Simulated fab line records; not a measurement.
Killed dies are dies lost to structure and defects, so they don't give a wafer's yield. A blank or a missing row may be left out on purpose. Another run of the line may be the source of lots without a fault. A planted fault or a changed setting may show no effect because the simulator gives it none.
Chamber matching | flow nand harc | ald hk-02 running NHARC_A_CHANNEL_FILL_D1_ALD_16: 4 sister chambers
The step deposits SiO2, target thk 1.5 nm, pulse time 10 s, ald cycles 15. 4 wafers are shown with their chamber, then 9 later ones without.

== WAFERS WITH THEIR CHAMBER ==
wafer  | chamber | heater power w (W)
L088.2 | 3       | 441
L088.6 | 0       | 496
L090.5 | 2       | 527
L090.6 | 1       | 471

== WAFERS WITHOUT THEIR CHAMBER ==
wafer  | heater power w (W)
L092.4 | 474
L092.5 | 486
L092.6 | 528
L095.1 | 482
L095.2 | 481
L095.4 | 531
L096.3 | 544
L096.4 | 425
L096.6 | 477

== WHICH CHAMBER EACH WENT THROUGH ==
wafer  | from the rows above     | in truth
L092.4 | can't be placed: 1 or 0 | 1
L092.5 | can't be placed: 0 or 1 | 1
L092.6 | 2                       | 2
L095.1 | can't be placed: 1 or 0 | 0
L095.2 | can't be placed: 1 or 0 | 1
L095.4 | 2                       | 2
L096.3 | 2                       | 2
L096.4 | 3                       | 3
L096.6 | can't be placed: 1 or 0 | 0
Placed correctly: 4 of 9. Unplaceable from these rows: 5, with the true chamber sitting among the candidates in 5. Number placed wrongly: 0.
How it was worked out, from the rows above alone: a wafer's distance from a chamber is the root of the sum, over the readings, of the square of ((its reading less the chamber's mean) divided by the reading's scatter). The wafer belongs to the nearest chamber; if the next one is less than 2 further off, it can't be placed. The mean given for a chamber averages the wafers shown for that chamber. The scatter (one wafer shown for each chamber): square how far every hidden wafer sits from the nearest shown wafer, average those squares and take the square root.
